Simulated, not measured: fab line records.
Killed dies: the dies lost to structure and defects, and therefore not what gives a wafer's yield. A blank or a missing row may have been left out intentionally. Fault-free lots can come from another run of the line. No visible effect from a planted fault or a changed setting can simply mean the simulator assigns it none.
Struck lot and sound lot, side by side    flow n5_finfet    14 out of 1938 route steps
Sound: the wafers L381.1, L381.3, L381.6. Wafers struck: L376.2, L376.4, L376.5. The cause comes at the end.
Per side, at each step with rows, come the tool, then ch with its chambers, and then its first start. Under that, the readings that differ: sound wafers    struck wafers    difference of the means    sigmas: that difference in standard deviations of wafers without a fault.
alike: readings with means less than 2 such deviations apart, plus words and numbers identical on both sides. not compared: withheld readings, readings lacking a value on some wafer, bounds such as >300 that could conceal the same value, and numbers that have no deviation in the record and whose values overlap.
Wherever a step has rows on one side only, a row that says differs or no value, or a row with sigmas, the two part there. Non-overlapping numbers with no deviation appear without sigmas and do not part them. Lack of a reading on every wafer of one side parts them only where that side has two or more wafers.

N5_BEOL_M6_ILD_DEP_00: deposits SiCOH lowk from DEMS/porogen, target thk 179.75 nm, time 33.4 s.
  sound on pecvd-02 ch 0,1, day 13 10:17; struck on pecvd-03 ch 0,2, day 12 21:31
  alike: heater_power_outer_w, heater_power_w, showerhead_plenum_p_Torr, susceptor_temp_C, throttle_valve_pct
N5_BEOL_M6_CURE_74: cures SiCOH lowk, time 240 s.
  sound on uv_cure-02 ch 2, day 13 10:22; struck on uv_cure-01 ch 2, day 12 21:40
reading           sound              struck             difference  sigmas
wafer_temp_C_max  388.4 388.3 389.8  386.1 385.7 385.7  -3.0        -3
  alike: lamp_power_pct
N5_BEOL_M6_THK_MEAS_01:
  sound: film_metro-01 at day 13 10:52; struck: film_metro-02 at day 12 22:06
  alike: M6_ILD_THK
N5_BEOL_M6_PECVD_70: deposits SiO2 from TEOS/O2, target thk 20 nm, time 22.7 s.
  sound on pecvd-04 ch 0,1,2, day 13 10:55; struck on pecvd-02 ch 0,1, day 12 22:08
reading                 sound           struck          difference  sigmas
throttle_valve_pct (%)  23.2 23.2 23.1  21.6 21.5 21.7  -1.6        -2
  alike: heater_power_outer_w, heater_power_w, showerhead_plenum_p_Torr, susceptor_temp_C
N5_BEOL_M6_HM_DEP_02: deposits TiN, target thk 20 nm.
  sound: pvd_sputter-01 at day 13 12:37; struck: pvd_sputter-01 at day 12 23:32
  alike: susceptor_temp_C, throttle_valve_pct
then, 7 steps without rows for these wafers: N5_BEOL_M6_COAT_59 (time 60 s, resist thk 100 nm); N5_BEOL_M6_COAT_60 (time 60 s, resist thk 35 nm); N5_BEOL_M6_COAT_05 (resist thk 90 nm); N5_BEOL_M6_EBR_07; N5_BEOL_M6_SOFTBAKE_06 (time 60 s); N5_BEOL_M6_EXPOSE_08 (exposes mask M6); N5_BEOL_M6_PEB_09 (peb time 60 s).
N5_BEOL_M6_DEVELOP_10: develop time 30 s.
  struck on litho_track-04, day 12 23:50; sound on litho_track-03 ch 0, day 13 13:03
  no value came back on the struck wafers for chill_plate_temp_C (C), develop_time_s (s); on the sound wafers chill_plate_temp_C (C) reads 23.00 22.97 22.80
reading                                       sound           struck          difference  sigmas
model.CAR-ArF_of_BEOL_M6_COAT_05.thk_nm (nm)  88.4 88.4 88.2  89.8 89.8 89.8  +1.5        
N5_BEOL_M6_CD_MEAS_11 targets a cd of 38.5 nm.
  sound on cd_sem-03 ch 0, day 13 13:06; struck on cd_sem-01 ch 0, day 12 23:54
reading     sound           struck  difference                     sigmas
cd_nm (nm)  38.4 38.2 37.5  - - -   no value on the struck wafers  

WHERE THEY PART
Earliest at N5_BEOL_M6_CURE_74; latest, in this record, at N5_BEOL_M6_CD_MEAS_11.

WHY: whatever the simulator had introduced
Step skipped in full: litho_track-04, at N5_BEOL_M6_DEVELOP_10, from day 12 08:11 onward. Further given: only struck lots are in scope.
